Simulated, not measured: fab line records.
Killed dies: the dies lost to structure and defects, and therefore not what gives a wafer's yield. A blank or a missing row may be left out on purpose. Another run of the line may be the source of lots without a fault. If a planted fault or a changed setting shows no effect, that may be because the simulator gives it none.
Problem report in the 8D (eight disciplines) form, filled by code | flow n5 finfet | the parts of the form that need people (team, actions taken, sign-off) are left out

1. WHAT WENT WRONG
Wafers without a fault read 450.1 W, standard deviation 1.4; power w at N5_MOL_CONTACT_COAG_STRIP_72 reads a mean of 402.3 W on 6 wafers belonging to 2 lots. Measured from the usual mean, that is -34 standard deviations.
The step: strips in N2/H2.
Seen first at day 7 06:59 on rie diel-05, wafer L998.2. The record holds 27 wafers of 9 lots with a number at this step. By rule, "out" or "out of limits" means more than 4 standard deviations away from the usual mean. Any other wafer with a number is counted as sound.

2. WHAT IT IS AND WHAT IT IS NOT
question                    | is                     | is not
which readings at this step | power w                | drypump motor current A, oes product au, rf vpp V, showerhead plenum p Torr
which lots                  | L101, L998             | L106, L110, L112, L989, L993, L994, L995
which wafers of those lots  | all that have a number | -
read on which tools         | rie diel-05            | rie diel-01, rie diel-04
when                        | from day 7 06:59       | up to then (12 sound wafers); but 9 sound wafers of L106, L110, L112 came after

3. WHAT RULES OUT EACH SUSPECT
Counting: a tool stays on the suspect list if, at a process step up to the reading, it processed all lots that are out and no sound lot following the first of them.
- ald sin-03 at N5_MOL_CONTACT_COAG_ALD_133 (deposits SiO2, target thk 5 nm, pulse time 1 s, co reactant pulse time 1 s): ruled out as a lasting fault. After its first lot that is out, L998 (day 7 06:32), sound lots L106, L110 ran on it.
- rie diel-05 at N5_MOL_CONTACT_COAG_ETCHBACK_134 (etches SiO2 in CHF3, target depth 10 nm, time 6.7 s): kept. All lots that are out passed through it, beginning with L998 at day 7 06:43, and no sound lot followed; its final sound lot before that point was L995 at day 6 18:19.
- rie diel-05 at N5_MOL_CONTACT_COAG_STRIP_72 (strips in N2/H2): kept. All lots that are out passed through it, beginning with L998 at day 7 06:59, and no sound lot followed; its final sound lot before that point was L995 at day 6 18:36. Out on those wafers are its own readings of power w.
What counting leaves: rie diel-05 at N5_MOL_CONTACT_COAG_ETCHBACK_134 and rie diel-05 at N5_MOL_CONTACT_COAG_STRIP_72.

4. THE CAUSE (what the simulator had put in)
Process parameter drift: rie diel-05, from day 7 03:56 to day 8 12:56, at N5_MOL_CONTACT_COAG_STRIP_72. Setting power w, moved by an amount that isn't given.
2 suspects survive the count, and this tool is in that group.

5. SEQUENCE OF EFFECTS, ordered by route
Each row: a reading where the mean over the struck wafers with a number is more than 3 standard deviations away from the usual. Readings are gone through only where the record gives a usual standard deviation; hours: the median, over the lots, of the time from a lot's start at the first step in this table giving one to that lot's start at this step; sigmas: the change measured in usual standard deviations.
hours | step                         | reading | usual   | on struck wafers | change | sigmas
0     | N5_MOL_CONTACT_COAG_STRIP_72 | power w | 450.1 W | 402.3            | -47.8  | -34
Process steps it contains:
- N5_MOL_CONTACT_COAG_STRIP_72: strips in N2/H2.
At these later measuring or inspecting steps, every struck wafer for which the step has a row has a number for every such reading, and none has moved that far: N5_BEOL_M4_RC_MEAS_101.

6. HOW IT WOULD HAVE BEEN CAUGHT EARLIER
In this record no reading fell out of limits until day 7 06:59, 3 hours after the fault had begun at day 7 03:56.
